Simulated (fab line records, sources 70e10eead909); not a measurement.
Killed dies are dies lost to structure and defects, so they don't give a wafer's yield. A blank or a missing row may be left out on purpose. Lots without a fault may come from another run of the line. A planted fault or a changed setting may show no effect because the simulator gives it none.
A struck lot beside a sound one | flow nand_harc | 17 steps out of a route of 1302
Sound: wafers L577.2, L577.5, L577.6. Struck: wafers L569.4, L569.6. (L569.5 of the same lot was not struck and is left out.) The cause comes at the end.
At each step with rows: each side's tool, then ch and its chambers, then its first start. Under that, the readings that differ: sound wafers | struck wafers | difference of the means | sigmas: that difference in standard deviations of wafers without a fault.
alike: readings whose means differ by less than 2 such deviations, and words and numbers that are the same on both sides. not compared: withheld readings, readings that some wafer has no value for, bounds like >300 that may hide the same value, and numbers for which the record gives no deviation and whose values overlap.
The two part at a step that has a row with sigmas, a row that says differs or no value, or rows on one side only. Numbers that don't overlap but have no deviation are shown without sigmas and don't part them. A reading that every wafer of one side lacks parts them only if that side has two wafers or more.

NHARC_P_M0_OVL_MEAS_10: pitch 180 nm.
  sound on overlay-02, day 14 00:43; struck on overlay-02, day 10 21:12
  reading           | sound          | struck  | difference | sigmas
  overlay_x_nm (nm) | -0.3 -0.1 -0.2 | 1.3 0.7 | +1.2       | +2
  alike: overlay_y_nm
NHARC_P_M0_INSPECT_11:
  sound on defect_inspect-02, day 14 00:45; struck on defect_inspect-01, day 10 21:14
  alike: raw_defect_count
NHARC_P_M0_DESCUM_14: chemistry O2, time 3 s.
  sound on rie_diel-11 ch 0,1,3, day 14 00:50; struck on rie_diel-07 ch 1,2, day 10 21:19
  alike: drypump_motor_current_A, o2_flow_sccm, oes_product_au, rf_vpp_V, showerhead_plenum_p_Torr, throttle_valve_pct
  not compared: rf_hours_counter_h
NHARC_P_M0_ETCH_34: etches the open film in N2/H2, target depth 40 nm, overetch 12 nm, time 43.94 s.
  sound on rie_diel-11 ch 1,2,3, day 14 00:55; struck on rie_diel-07 ch 0,2, day 10 21:23
  reading                     | sound       | struck  | difference | sigmas
  drypump_motor_current_A (A) | 5.5 6.4 6.0 | 5.1 4.9 | -1.0       | -2
  alike: oes_product_au, rf_vpp_V, showerhead_plenum_p_Torr, throttle_valve_pct
  not compared: rf_hours_counter_h
NHARC_P_M0_ETCH_15: etches the open film in C4F8/Ar, target depth 150 nm, overetch 15 nm, time 82.5 s.
  sound on rie_diel-11 ch 2,3; struck on rie_diel-07 ch 0,1
  alike: oes_product_au, rf_vpp_V
  not compared: rf_hours_counter_h
NHARC_P_M0_CD_MEAS_16:
  sound on cd_sem-01, day 14 01:07; struck on cd_sem-03, day 10 21:36
  alike: cd_nm
then, 2 steps without rows for these wafers: NHARC_P_M0_STRIP_18 (strips in N2/H2); NHARC_P_M0_STRIP_19 (strips in post etch residue remover, time 600 s).
NHARC_P_M0_DEGAS_28: time 60 s.
  sound on pvd_sputter-03, day 14 01:49; struck on pvd_sputter-02, day 10 22:14
  alike: heater_power_w
NHARC_P_M0_PRE_CLEAN_29: time 30 s.
  sound on pvd_sputter-03; struck on pvd_sputter-02
  alike: heater_power_w
then, 2 steps without rows for these wafers: NHARC_P_M0_PVD_20 (deposits TaN, target thk 5 nm, time 8.06 s); NHARC_P_M0_PVD_21 (deposits Cu, target thk 30 nm, time 20.49 s).
NHARC_P_M0_ECD_22: material Cu, target thk 400 nm.
  sound on ecd_cu-02 ch 0,1, day 14 02:10; struck on ecd_cu-02 ch 0,1, day 10 22:40
then, 1 step without rows for these wafers: NHARC_P_M0_ANNEAL_30 (time 90 s).
NHARC_P_M0_CMP_23: polishes, t overpolish 20 s, target thk 117.54 nm.
  sound on cmp-01 ch 1,2,3, day 14 03:09; struck on cmp-02 ch 1,3, day 10 23:21
  reading                | sound          | struck    | difference | sigmas
  time_to_endpoint_s (s) | 34.4 30.1 32.2 | 50.6 51.3 | +18.7      | +8
  alike: motor_current_A, slurry_filter_dp_kPa
NHARC_P_M0_THK_MEAS_24: measures by xrf.
  sound on film_metro-01, day 14 03:23; struck on film_metro-02, day 10 23:37
  alike: thk_nm
-- the record jumps here: 18 days lie between the struck wafers' starts before and after (it left off in module P_M0 and takes up again in module END, whose first step shown is number 1302 of the route) --
NHARC_END_SORT_01:
  sound on prober-01 ch 0, day 33 02:08; struck on prober-02 ch 0, day 29 05:47
  alike: defect_limited_yield, killed_at_array, killed_at_other, killed_at_periphery, killed_dies, killed_open, killed_short

WHERE THEY PART
First at NHARC_P_M0_OVL_MEAS_10; last, within this record, at NHARC_P_M0_CMP_23. Later steps at which nothing parts them and some readings are alike: NHARC_P_M0_THK_MEAS_24, NHARC_END_SORT_01.

WHY: what the simulator had put in
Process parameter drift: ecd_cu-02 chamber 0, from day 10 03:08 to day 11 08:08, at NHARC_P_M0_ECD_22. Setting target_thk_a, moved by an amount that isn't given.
